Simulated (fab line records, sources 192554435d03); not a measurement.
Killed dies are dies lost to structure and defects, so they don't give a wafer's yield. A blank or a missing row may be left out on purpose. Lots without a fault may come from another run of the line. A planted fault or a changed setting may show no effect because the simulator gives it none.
One fault seen from 2 desks | flow n5_finfet | each desk has only its own numbers; what lay behind them comes last

THE METROLOGY DESK
What the gauges read, lot by lot, whatever tool the lot ran on: means of the sampled wafers that have a number. A lot is out of limits, marked OUT, if its mean lies more than 4 standard deviations from the usual mean; the brackets give that distance.
Columns: A = cd_nm at N5_BEOL_M5_CD_MEAS_18, usual 28.0 nm; B = cd_nm at N5_BEOL_M5_CD_MEAS_28, usual 30.60 nm
lot  | first seen here | A    | B
L118 | day 8 01:46     | 27.8 | 30.59
L119 | day 9 12:02     | 28.0 | -
L121 | day 9 18:24     | 28.2 | -
L122 | day 10 04:50    | 27.8 | -
L124 | day 10 19:31    | 28.2 | 30.64
L127 | day 11 06:29    | 28.4 | 30.79
L129 | day 11 13:25    | 27.5 | 31.00
L128 | day 11 15:02    | 27.8 | 30.80
L131 | day 11 20:23    | 28.1 | 30.33
L133 | day 12 06:34    | 27.7 | 30.60
L132 | day 12 15:07    | 28.4 | 30.66
L134 | day 12 23:25    | 28.0 | 30.78
L136 | day 13 09:25    | 28.2 | 30.64
L139 | day 14 09:45    | 28.3 | 30.58
L140 | day 14 10:23    | 27.7 | 30.72
This desk's finding: nothing out of limits on any of the 15 lots.

THE TOOL OWNER'S DESK: litho_track-04
The tool's own readings at N5_BEOL_M5_DEVELOP_27 (develop time 30 s): means of the sampled wafers that have a number, for each lot that ran on this tool. A lot is out of limits, marked OUT, if its mean lies more than 4 standard deviations from the usual mean; the brackets give that distance.
Columns: A = chill_plate_temp_C at N5_BEOL_M5_DEVELOP_27, usual 23.02 C
lot  | first seen here | A
L129 | day 11 13:56    | 23.15
L128 | day 11 15:19    | 22.97
L131 | day 11 20:53    | 22.93
L133 | day 12 09:37    | 22.91
L134 | day 12 23:50    | 23.06
This desk's finding: nothing out of limits on any of the 5 lots.

PUT TOGETHER
The metrology desk saw nothing out of limits.
The tool owner's desk saw nothing out of limits.

WHAT THE SIMULATOR HAD PUT IN
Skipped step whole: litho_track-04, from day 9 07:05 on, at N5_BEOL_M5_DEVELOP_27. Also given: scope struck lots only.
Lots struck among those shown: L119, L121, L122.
